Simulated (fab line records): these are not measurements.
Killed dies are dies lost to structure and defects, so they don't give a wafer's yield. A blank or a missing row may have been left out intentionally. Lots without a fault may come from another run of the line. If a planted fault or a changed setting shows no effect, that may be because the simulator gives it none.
fab line records	flow nandHarc
[record] lots = 24	wafers = 72	lastDay = 25
route steps=1159 shown A_WL_FILL@822 A_CONTACT@865
lots that met no fault: from a run of the same line without faults
startH: the number of hours between the record's first day and the start of the first shown wafer of the lot	waitH: how many hours have passed since the lot's step before this one	" repeats the value in the row above	L1.1+2: several wafers, shown together as one row	- value missing, or start not given	* or withheld: withheld	< > ~ a bound
route shown NAME@n: names a module that has steps shown in the file, with the first one's number in the route	usual: average and standard deviation across the fault-free wafers	same: alike in all rows	chamber/n: place in a boat	sites: per-site readings	_std_site: the values' standard deviation	_edge_site: inner sites' mean taken away from outer sites' mean	radiusMm: for every site, how far away it sits from the centre of the wafer	mask NAME#n: copy n	behind: the tool/chamber that last shaped the wafer	hold: the reason the lot was held/the length of the hold in hours/how it ended	device: whichever transistor did not switch (one of n, p or np)	end of line: the same wafers' tests at the end of the route	a step with no rows: only its recipe	killed: at the first sort, the dies lost to defects and structure; wafer yield is something else	map: a wafer's dies, marking killed ones x, the rest . and places with no die _
set.NAME: the setting that was run; set.NAME@STEP: the one run at that earlier step	model.NAME: the simulator's own value behind a step, which no gauge read
one table for each step of the route and one row for each wafer, over a sample of lots
services: the hour from which a tool's chamber was out of use, counted from the record's first day as startH (under 0 if before that day), plus the number of hours and why
[[steps]]
[step NHARC_A_WL_FILL_ALD_10]
[recipe] targetThkA = 500	pulseTimeS = 10	aldCycles = 500	tempC = 300	material = SiO2
[usual] heaterPowerW = 474/38	precursorPulseHeightRel = 1.002/0.019
lot.wafer	tool	chamber	startH	waitH	heaterPowerW	precursorPulseHeightRel
L075.3	aldHk-03	0	350.29	0.1	447	0.970
L075.1	"	1	"	"	557	1.008
L075.6	"	0	352.32	2.1	452	1.014
L077.3	aldHk-02	3	352.02	1.8	430	0.983
L077.2	"	2	353.55	3.3	479	1.030
L077.5	"	0	354.57	4.3	518	0.988
L074.2	aldHk-01	1	354.66	0.5	477	1.052
L074.1	"	2	355.70	1.5	463	0.973
L074.5	"	1	358.81	4.6	472	1.011
L078.3	aldHk-03	1	354.74	0.6	549	1.025
L078.2	"	2	"	"	441	0.970
L078.5	"	0	356.27	2.1	448	0.995
L079.3	aldHk-03	2	362.57	1.1	450	0.997
L079.4	"	3	"	"	531	1.018
L079.5	"	1	364.11	2.6	540	1.005
L076.2	aldHk-02	1	362.58	1.1	478	1.009
L076.3	"	2	"	"	476	1.008
L076.5	"	3	"	"	418	0.984
L080.1	aldHk-01	0	372.80	0.1	431	1.028
L080.4	"	2	373.82	1.1	462	0.977
L080.6	"	0	374.85	2.1	439	1.011
L081.1	aldHk-03	2	382.21	1.6	437	0.992
L081.5	"	3	"	"	522	0.999
L081.6	"	0	"	"	440	1.022
L082.4	aldHk-03	1	398.50	0.6	532	1.013
L082.2	"	2	"	"	441	0.989
L082.6	"	0	400.05	2.1	461	1.013
L083.1	aldHk-01	0	404.45	0.6	436	1.015
L083.3	"	1	"	"	471	1.009
L083.4	"	2	"	"	450	0.977
L085.3	aldHk-02	1	412.85	0.6	468	0.980
L085.1	"	2	"	"	475	1.021
L085.6	"	0	414.39	2.1	520	1.044
L084.3	aldHk-03	2	414.03	1.7	438	1.023
L084.1	"	3	"	"	509	0.999
L084.2	"	0	"	"	451	0.992
L086.4	aldHk-01	2	423.29	1.5	431	0.991
L086.3	"	3	"	"	465	1.021
L086.6	"	1	424.85	3.1	469	0.986
L088.1	aldHk-03	1	424.42	2.6	539	1.009
L088.3	"	3	425.48	3.7	531	0.988
L088.5	"	1	426.53	4.7	535	1.019
L089.2	aldHk-01	2	426.40	4.6	424	0.994
L089.4	"	3	"	"	467	0.999
L089.6	"	1	427.96	6.2	478	0.942
L090.3	aldHk-03	1	427.58	2.4	557	0.997
L090.1	"	3	428.60	3.4	519	0.967
L090.4	"	0	"	"	454	1.009
L087.4	aldHk-02	0	430.36	1.6	503	0.982
L087.6	"	1	"	"	466	0.979
L087.5	"	2	"	"	471	0.997
L091.3	aldHk-01	0	444.30	0.1	439	1.045
L091.2	"	1	"	"	469	0.996
L091.4	"	3	445.85	1.6	456	1.003
L093.4	aldHk-01	3	454.90	0.1	452	0.994
L093.2	"	0	"	"	434	1.012
L093.5	"	3	456.93	2.1	470	0.998
L092.3	aldHk-02	3	455.47	0.6	417	1.038
L092.4	"	0	"	"	526	0.991
L092.5	"	3	457.52	2.7	428	1.015
L096.3	aldHk-03	1	471.76	0.6	549	1.011
L096.4	"	3	472.78	1.6	517	0.999
L096.6	"	0	"	"	446	1.001
L094.1	aldHk-02	2	471.83	0.6	478	1.002
L094.2	"	3	"	"	437	0.992
L094.3	"	0	"	"	540	0.977
L095.4	aldHk-01	1	473.46	2.2	478	0.984
L095.3	"	2	"	"	427	1.036
L095.5	"	3	"	"	464	1.007
L097.3	aldHk-02	3	506.11	1.6	419	1.007
L097.5	"	0	"	"	543	1.006
L097.6	"	1	"	"	501	1.017
[step NHARC_A_CONTACT_ETCH_114]
[recipe] sourceW = withheld	pressureMtorr = 20	biasV = 3000	timeS = 94	targetDepthA = 9220	arFlowSccm = withheld	c4f8FlowSccm = withheld	o2FlowSccm = withheld	chemistry = C4F8/O2/Ar
lot.wafer	tool	chamber	startH	waitH	rfHoursCounterH
L075.1	harCapEtch-03	0	371.90	0.1	75
L075.3	"	1	"	"	-
L075.6	"	0	"	"	-
L078.2	harCapEtch-01	1	378.71	0.1	58
L078.3	"	1	"	"	-
L078.5	"	0	"	"	-
L077.2	harCapEtch-03	1	380.35	0.1	77
L077.3	"	0	"	"	-
L077.5	"	0	"	"	-
L074.1	harCapEtch-01	1	384.12	0.1	60
L074.2	"	0	"	"	60
L074.5	"	0	"	"	-
L079.3	harCapEtch-03	1	386.60	0.1	-
L079.4	"	0	"	"	-
L079.5	"	1	"	"	-
L076.2	harCapEtch-03	0	389.89	0.1	80
L076.3	"	0	"	"	-
L076.5	"	1	"	"	-
L080.1	harCapEtch-02	0	394.85	0.1	14
L080.4	"	1	"	"	-
L080.6	"	0	"	"	-
L081.1	harCapEtch-01	0	405.55	0.1	67
L081.6	"	1	"	"	-
L081.5	"	0	"	"	-
L082.2	harCapEtch-01	0	419.38	0.1	68
L082.4	"	0	"	"	-
L082.6	"	0	"	"	-
L083.1	harCapEtch-03	1	429.84	0.1	87
L083.3	"	0	"	"	-
L083.4	"	1	"	"	-
L084.1	harCapEtch-02	1	435.41	0.1	19
L084.2	"	0	"	"	19
L084.3	"	0	"	"	-
L085.1	harCapEtch-03	0	435.78	0.1	88
L085.3	"	0	"	"	-
L085.6	"	0	"	"	-
L086.3	harCapEtch-03	1	445.34	0.1	-
L086.4	"	0	"	"	-
L086.6	"	1	"	"	-
L088.1	harCapEtch-02	1	447.20	0.1	21
L088.3	"	1	"	"	-
L088.5	"	0	"	"	-
L090.1	harCapEtch-03	0	449.74	0.1	91
L090.3	"	0	"	"	-
L090.4	"	1	"	"	-
L089.2	harCapEtch-01	1	452.43	0.1	73
L089.4	"	1	"	"	-
L089.6	"	1	"	"	-
L087.4	harCapEtch-03	0	459.11	0.1	-
L087.6	"	1	"	"	-
L087.5	"	0	"	"	-
L091.2	harCapEtch-03	1	466.84	0.1	95
L091.4	"	0	"	"	-
L091.3	"	1	"	"	-
L092.3	harCapEtch-03	1	481.74	0.1	-
L092.4	"	0	"	"	-
L092.5	"	0	"	"	-
L093.2	harCapEtch-01	0	482.20	0.1	79
L093.4	"	0	"	"	-
L093.5	"	0	"	"	-
L096.3	harCapEtch-01	0	497.08	0.1	-
L096.4	"	1	"	"	-
L096.6	"	1	"	"	-
L094.2	harCapEtch-02	0	499.23	0.1	29
L094.1	"	1	"	"	29
L094.3	"	0	"	"	-
L095.3	harCapEtch-01	1	506.21	0.1	-
L095.4	"	0	"	"	-
L095.5	"	0	"	"	-
L097.3	harCapEtch-01	0	526.55	0.1	-
L097.6	"	1	"	"	-
L097.5	"	0	"	"	-
[step NHARC_A_CONTACT_ETCH_123]
[recipe] sourceW = withheld	pressureMtorr = 20	biasV = 400	timeS = 253	targetDepthA = 10900	arFlowSccm = withheld	c4f8FlowSccm = 11.5	o2FlowSccm = 7.2	chemistry = C4F8/O2/Ar
lot.wafer	tool	chamber	startH	waitH	rfHoursCounterH
L075.1	harCapEtch-03	0	372.76	0.1	76
L075.3	"	1	"	"	-
L075.6	"	0	"	"	-
L078.2	harCapEtch-01	1	379.57	0.1	58
L078.3	"	1	"	"	-
L078.5	"	0	"	"	-
L077.2	harCapEtch-03	1	381.49	0.2	78
L077.3	"	0	"	"	-
L077.5	"	0	"	"	-
L074.1	harCapEtch-01	1	384.94	0.1	61
L074.2	"	0	"	"	61
L074.5	"	0	"	"	-
L079.3	harCapEtch-03	1	387.80	0.2	-
L079.4	"	0	"	"	-
L079.5	"	1	"	"	-
L076.2	harCapEtch-03	0	390.71	0.1	81
L076.3	"	0	"	"	-
L076.5	"	1	"	"	-
L080.1	harCapEtch-02	0	395.67	0.1	14
L080.4	"	1	"	"	-
L080.6	"	0	"	"	-
L081.1	harCapEtch-01	0	406.41	0.1	68
L081.6	"	1	"	"	-
L081.5	"	0	"	"	-
L082.2	harCapEtch-01	0	420.20	0.1	69
L082.4	"	0	"	"	-
L082.6	"	0	"	"	-
L083.1	harCapEtch-03	1	430.70	0.1	87
L083.3	"	0	"	"	-
L083.4	"	1	"	"	-
L084.1	harCapEtch-02	1	436.50	0.1	20
L084.2	"	0	"	"	20
L084.3	"	0	"	"	-
L085.1	harCapEtch-03	0	436.63	0.1	88
L085.3	"	0	"	"	-
L085.6	"	0	"	"	-
L086.3	harCapEtch-03	1	446.23	0.2	-
L086.4	"	0	"	"	-
L086.6	"	1	"	"	-
L088.1	harCapEtch-02	1	448.06	0.1	22
L088.3	"	1	"	"	-
L088.5	"	0	"	"	-
L090.1	harCapEtch-03	0	450.56	0.1	92
L090.3	"	0	"	"	-
L090.4	"	1	"	"	-
L089.2	harCapEtch-01	1	453.29	0.1	74
L089.4	"	1	"	"	-
L089.6	"	1	"	"	-
L087.4	harCapEtch-03	0	460.05	0.2	-
L087.6	"	1	"	"	-
L087.5	"	0	"	"	-
L091.2	harCapEtch-03	1	467.70	0.1	96
L091.4	"	0	"	"	-
L091.3	"	1	"	"	-
L092.3	harCapEtch-03	1	482.63	0.2	-
L092.4	"	0	"	"	-
L092.5	"	0	"	"	-
L093.2	harCapEtch-01	0	483.01	0.1	79
L093.4	"	0	"	"	-
L093.5	"	0	"	"	-
L096.3	harCapEtch-01	0	497.97	0.2	-
L096.4	"	1	"	"	-
L096.6	"	1	"	"	-
L094.2	harCapEtch-02	0	500.05	0.1	30
L094.1	"	1	"	"	30
L094.3	"	0	"	"	-
L095.3	harCapEtch-01	1	507.11	0.2	-
L095.4	"	0	"	"	-
L095.5	"	0	"	"	-
L097.3	harCapEtch-01	0	527.48	0.2	-
L097.6	"	1	"	"	-
L097.5	"	0	"	"	-
[step NHARC_A_CONTACT_ETCH_76]
[recipe] targetDepthA = 2600	overEtchFrac = 0.3	timeS = 475.3	ionEnergyEv = 200	n2FlowSccm = 150	h2FlowSccm = 150	arFlowSccm = 0	rfW = 400	biasW = 150	chemistry = N2/H2
[usual] drypumpMotorCurrentA = 5.9/0.37	mfcArSccm = 0.011/0.013	oesProductAu = 1.002/0.0096	rfVppV = 429.9/2.5	showerheadPlenumPTorr = 2.01/0.084	throttleValvePct = 14.172/0.0095
lot.wafer	tool	chamber	startH	waitH	drypumpMotorCurrentA	mfcArSccm	oesProductAu	rfHoursCounterH	rfVppV	showerheadPlenumPTorr	throttleValvePct
L075.1	rieDiel-11	2	-	-	6.0	0	1.011	53	431.3	2.04	14.180
L075.3	"	3	"	"	6.6	0.003	1.008	55	431.4	2.07	14.145
L075.6	"	1	"	"	6.1	0	1.010	-	428.9	2.00	14.176
L078.2	rieDiel-08	2	-	-	5.8	0	1.000	18	425.6	1.89	14.160
L078.3	"	3	"	"	5.6	0.024	1.007	17	430.0	2.03	14.178
L078.5	"	2	"	"	5.8	0	1.003	-	427.4	1.89	14.162
L077.3	rieDiel-08	0	-	-	5.7	0.014	1.000	19	430.6	2.02	14.172
L077.2	"	3	"	"	5.6	0.024	1.025	18	430.5	2.03	14.189
L077.5	"	3	"	"	5.6	0.024	1.014	-	429.5	2.03	14.181
L074.1	rieDiel-08	3	-	-	5.5	0.024	1.003	19	429.9	2.03	14.153
L074.2	"	0	"	"	5.7	0.014	1.012	20	429.6	2.02	14.168
L074.5	"	3	"	"	5.6	0.024	1.010	-	430.5	2.03	14.163
L079.3	rieDiel-08	2	-	-	5.8	0	0.997	21	426.1	1.89	14.163
L079.4	"	0	"	"	5.7	0.014	1.010	-	429.5	2.02	14.175
L079.5	"	2	"	"	5.8	0	0.999	-	424.3	1.89	14.173
L076.3	rieDiel-08	3	-	-	5.5	0.024	1.011	21	431.9	2.03	14.173
L076.2	"	0	"	"	5.7	0.014	1.002	22	429.4	2.02	14.178
L076.5	"	3	"	"	5.6	0.024	1.010	-	430.6	2.03	14.184
L080.1	rieDiel-08	0	-	-	5.8	0.014	1.005	23	430.5	2.02	14.159
L080.4	"	0	"	"	5.7	0.014	1.007	-	430.7	2.01	14.168
L080.6	"	3	"	"	5.6	0.024	1.016	-	430.5	2.03	14.195
L081.1	rieDiel-08	2	-	-	5.8	0	0.992	26	426.5	1.89	14.170
L081.6	"	3	"	"	5.6	0.024	1.003	-	430.9	2.03	14.180
L081.5	"	2	"	"	5.8	0	0.988	-	426.9	1.89	14.173
L082.2	rieDiel-11	2	-	-	6.0	0	1.000	5	429.9	2.04	14.172
L082.4	"	3	"	"	6.6	0.003	0.996	5	432.0	2.07	14.167
L082.6	"	0	"	"	6.2	0.027	1.012	-	435.7	2.22	14.151
L083.1	rieDiel-08	2	-	-	5.8	0	0.986	29	425.4	1.89	14.182
L083.4	"	3	"	"	5.5	0.024	1.006	29	430.1	2.03	14.169
L083.3	"	1	"	"	6.5	0	1.010	23	433.9	2.15	14.178
L085.3	rieDiel-08	2	-	-	5.8	0	0.995	30	427.2	1.89	14.163
L085.1	"	3	"	"	5.6	0.024	1.013	30	430.5	2.03	14.163
L085.6	"	0	"	"	5.8	0.014	1.014	-	429.1	2.01	14.163
L084.1	rieDiel-10	0	-	-	5.8	0	1.002	26	428.9	2.02	14.171
L084.2	"	1	"	"	5.2	0.043	0.988	26	427.9	1.91	14.151
L084.3	"	2	"	"	5.2	0.019	0.995	28	431.7	2.07	14.166
L086.3	rieDiel-08	0	-	-	5.8	0.014	1.008	32	430.3	2.01	14.163
L086.4	"	2	"	"	5.9	0	1.003	33	427.0	1.88	14.177
L086.6	"	1	"	"	6.5	0	1.016	-	433.5	2.14	14.171
L088.1	rieDiel-08	1	-	-	6.5	0	1.008	27	432.9	2.14	14.178
L088.3	"	2	"	"	5.8	0	0.995	33	427.2	1.88	14.170
L088.5	"	1	"	"	6.5	0	1.015	-	432.4	2.14	14.183
L090.3	rieDiel-11	3	-	-	6.6	0.003	1.021	16	430.3	2.07	14.162
L090.4	"	0	"	"	6.1	0.027	1.005	18	436.4	2.21	14.188
L090.1	"	2	"	"	6.0	0	0.991	18	428.8	2.03	14.185
L089.4	rieDiel-08	3	-	-	5.5	0.024	1.010	33	429.7	2.02	14.179
L089.2	"	0	"	"	5.8	0.014	1.006	34	429.8	2.01	14.185
L089.6	"	3	"	"	5.6	0.024	1.015	-	430.5	2.02	14.173
L087.4	rieDiel-08	0	-	-	5.7	0.014	1.006	36	428.7	2.01	14.168
L087.5	"	2	"	"	5.8	0	0.994	-	426.6	1.88	14.173
L087.6	"	3	"	"	5.5	0.024	1.008	-	430.5	2.02	14.181
L091.4	rieDiel-10	1	-	-	5.2	0.043	0.987	38	426.8	1.90	14.162
L091.3	"	2	"	"	5.2	0.019	0.993	41	431.3	2.07	14.173
L091.2	"	3	"	"	5.7	0	0.989	41	430.2	2.06	14.177
L092.3	rieDiel-11	2	-	-	6.0	0	1.002	29	430.3	2.03	14.155
L092.4	"	0	"	"	6.1	0.027	1.001	30	435.4	2.21	14.183
L092.5	"	3	"	"	6.6	0.003	0.988	-	429.9	2.06	14.173
L093.2	rieDiel-10	1	-	-	5.2	0.043	0.986	43	426.8	1.90	14.173
L093.4	"	2	"	"	5.2	0.019	0.992	46	430.0	2.06	14.167
L093.5	"	0	"	"	5.8	0	0.992	-	430.0	2.01	14.175
L096.3	rieDiel-10	0	-	-	5.7	0	0.988	50	429.8	2.01	14.189
L096.4	"	3	"	"	5.7	0	0.999	53	431.5	2.05	14.184
L096.6	"	1	"	"	5.2	0.043	0.988	-	425.8	1.90	14.178
L094.2	rieDiel-08	2	-	-	5.8	0	0.981	3	426.8	1.88	14.164
L094.1	"	3	"	"	5.5	0.024	0.995	2	430.6	2.02	14.179
L094.3	"	1	"	"	6.5	0	1.017	2	435.3	2.14	14.179
L095.3	rieDiel-11	2	-	-	6.1	0	0.993	37	432.5	2.03	14.175
L095.4	"	3	"	"	6.6	0.003	0.999	34	430.7	2.06	14.175
L095.5	"	3	"	"	6.6	0.003	0.989	-	431.9	2.06	14.186
L097.3	rieDiel-11	2	-	-	6.1	0	0.997	42	429.6	2.02	14.165
L097.6	"	2	"	"	6.1	0	0.992	-	429.9	2.02	14.154
L097.5	"	3	"	"	6.6	0.003	0.994	-	431.8	2.06	14.176
[step NHARC_A_CONTACT_ETCH_126]
[recipe] sourceW = withheld	pressureMtorr = 20	biasV = 1200	timeS = 155	targetDepthA = 9560	arFlowSccm = withheld	c4f8FlowSccm = withheld	o2FlowSccm = withheld	chemistry = C4F8/O2/Ar
lot.wafer	tool	chamber	startH	waitH	rfHoursCounterH
L075.1	harCapEtch-01	0	380.51	0.1	59
L075.3	"	0	"	"	-
L075.6	"	0	"	"	-
L078.2	harCapEtch-01	1	388.53	0.1	62
L078.3	"	0	"	"	-
L078.5	"	0	"	"	-
L077.2	harCapEtch-02	0	390.70	0.1	12
L077.3	"	0	"	"	-
L077.5	"	0	"	"	-
L074.2	harCapEtch-03	0	392.22	0.1	81
L074.1	"	1	"	"	81
L074.5	"	1	"	"	-
L079.3	harCapEtch-01	1	394.45	0.1	-
L079.4	"	0	"	"	-
L079.5	"	1	"	"	-
L076.2	harCapEtch-01	0	396.88	0.1	65
L076.3	"	0	"	"	-
L076.5	"	1	"	"	-
L080.1	harCapEtch-03	1	403.79	0.1	84
L080.4	"	0	"	"	-
L080.6	"	0	"	"	-
L081.1	harCapEtch-02	0	413.16	0.1	16
L081.6	"	1	"	"	-
L081.5	"	0	"	"	-
L082.2	harCapEtch-02	0	426.32	0.1	18
L082.4	"	1	"	"	-
L082.6	"	1	"	"	-
L083.1	harCapEtch-01	1	437.23	0.1	70
L083.3	"	1	"	"	-
L083.4	"	0	"	"	-
L085.1	harCapEtch-03	0	442.45	0.1	89
L085.3	"	0	"	"	-
L085.6	"	0	"	"	-
L084.2	harCapEtch-02	0	442.72	0.1	20
L084.1	"	1	"	"	20
L084.3	"	1	"	"	-
L086.3	harCapEtch-02	1	455.24	0.1	-
L086.4	"	0	"	"	-
L086.6	"	1	"	"	-
L088.1	harCapEtch-01	1	459.31	0.1	74
L088.3	"	1	"	"	-
L088.5	"	0	"	"	-
L089.2	harCapEtch-03	1	460.58	0.1	94
L089.4	"	0	"	"	-
L089.6	"	1	"	"	-
L090.1	harCapEtch-01	1	460.95	0.1	75
L090.4	"	0	"	"	-
L090.3	"	1	"	"	-
L087.4	harCapEtch-01	1	466.96	0.1	-
L087.6	"	0	"	"	-
L087.5	"	1	"	"	-
L091.2	harCapEtch-02	1	473.71	0.1	27
L091.4	"	0	"	"	-
L091.3	"	1	"	"	-
L092.4	harCapEtch-03	0	489.27	0.1	-
L092.3	"	1	"	"	-
L092.5	"	0	"	"	-
L093.2	harCapEtch-01	0	489.62	0.1	80
L093.4	"	1	"	"	-
L093.5	"	1	"	"	-
L096.3	harCapEtch-03	1	503.72	0.1	-
L096.4	"	0	"	"	-
L096.6	"	0	"	"	-
L094.2	harCapEtch-02	1	506.85	0.1	31
L094.1	"	0	"	"	31
L094.3	"	1	"	"	-
L095.3	harCapEtch-01	1	512.99	0.1	-
L095.4	"	0	"	"	-
L095.5	"	0	"	"	-
L097.3	harCapEtch-01	1	533.49	0.1	-
L097.6	"	0	"	"	-
L097.5	"	1	"	"	-
[step NHARC_A_CONTACT_DEP_85]
[recipe] targetThkA = 500	targetThkNm = 50	tempC = 400	pressureTorr = 3.5	flowSccm = 200	rfW = 350	material = SiON
[usual] heaterPowerW = 824/97
lot.wafer	tool	chamber	startH	waitH	heaterPowerW
L075.1	pecvd-01	2	385.78	1.1	825
L075.3	"	1	"	"	839
L075.6	"	1	"	"	845
L078.2	pecvd-01	0	392.90	0.9	605
L078.3	"	1	"	"	756
L078.5	"	0	"	"	589
L077.3	pecvd-03	0	395.53	0.6	651
L077.2	"	1	"	"	932
L077.5	"	0	"	"	669
L074.1	pecvd-03	0	396.46	1.1	762
L074.2	"	1	"	"	844
L074.5	"	0	"	"	765
L079.3	pecvd-03	0	398.61	0.6	754
L079.4	"	0	"	"	746
L079.5	"	2	"	"	746
L076.2	pecvd-04	2	402.45	0.9	928
L076.3	"	0	"	"	930
L076.5	"	0	"	"	932
L080.1	pecvd-03	1	408.99	1.1	919
L080.6	"	0	"	"	728
L080.4	"	1	"	"	904
L081.1	pecvd-01	0	417.20	1.1	566
L081.5	"	1	"	"	840
L081.6	"	2	"	"	776
L082.2	pecvd-04	2	430.34	0.9	835
L082.6	"	2	"	"	844
L082.4	"	1	"	"	788
L083.3	pecvd-04	0	441.57	0.6	809
L083.1	"	1	"	"	791
L083.4	"	2	"	"	826
L085.1	pecvd-04	0	446.51	1.1	936
L085.3	"	2	"	"	803
L085.6	"	2	"	"	818
L084.1	pecvd-04	2	447.78	1.1	783
L084.3	"	0	"	"	907
L084.2	"	1	"	"	859
L086.3	pecvd-04	1	461.03	0.6	823
L086.4	"	2	"	"	918
L086.6	"	0	"	"	932
L088.3	pecvd-01	2	464.93	0.7	808
L088.1	"	0	"	"	561
L088.5	"	2	"	"	825
L089.2	pecvd-04	0	465.83	0.8	799
L089.6	"	0	"	"	788
L089.4	"	1	"	"	860
L090.1	pecvd-04	0	466.02	1.1	940
L090.3	"	2	"	"	895
L090.4	"	0	"	"	938
L087.4	pecvd-03	2	471.20	0.5	854
L087.6	"	0	"	"	650
L087.5	"	1	"	"	906
L091.2	pecvd-01	0	480.94	0.8	542
L091.3	"	2	"	"	780
L091.4	"	1	"	"	849
L092.3	pecvd-04	0	493.22	0.6	880
L092.5	"	1	"	"	900
L092.4	"	2	"	"	772
L093.2	pecvd-04	0	493.79	0.9	915
L093.4	"	2	"	"	912
L093.5	"	0	"	"	912
L096.3	pecvd-03	0	508.44	0.7	810
L096.4	"	2	"	"	910
L096.6	"	0	"	"	809
L094.3	pecvd-01	2	512.02	0.7	732
L094.2	"	0	"	"	620
L094.1	"	1	"	"	763
L095.3	pecvd-04	2	517.94	0.8	884
L095.4	"	0	"	"	830
L095.5	"	2	"	"	893
L097.3	pecvd-03	0	538.03	0.7	800
L097.6	"	0	"	"	789
L097.5	"	1	"	"	945
[[services]]
tool	chamber	startH	hours	kind
rieDiel-08	0	335.32	-	clean
rieDiel-08	1	335.32	-	clean
rieDiel-08	2	335.32	-	clean
rieDiel-08	3	335.32	-	clean
rieDiel-08	0	359.89	-	clean
pecvd-04	0	371.29	4.1	repair
pecvd-04	-	376.00	13.0	pm
rieDiel-11	-	398.65	9.0	pm
pecvd-01	-	417.58	1.8	repair
aldHk-03	-	423.12	0.3	repair
rieDiel-11	3	429.84	5.1	repair
aldHk-02	-	449.46	1.1	repair
harCapEtch-02	-	456.92	4.9	repair
aldHk-02	-	461.32	10.0	pm
pecvd-03	-	466.24	0.9	repair
rieDiel-10	3	468.39	1.6	repair
pecvd-03	-	473.43	13.0	pm
rieDiel-08	-	478.82	9.0	pm
aldHk-03	-	503.87	10.0	pm
rieDiel-10	-	530.52	9.0	pm
rieDiel-11	1	534.29	11.0	repair
rieDiel-08	1	535.80	9.2	repair
pecvd-04	1	536.71	24.5	repair
pecvd-03	2	537.73	9.8	repair
[[key]]
fault none
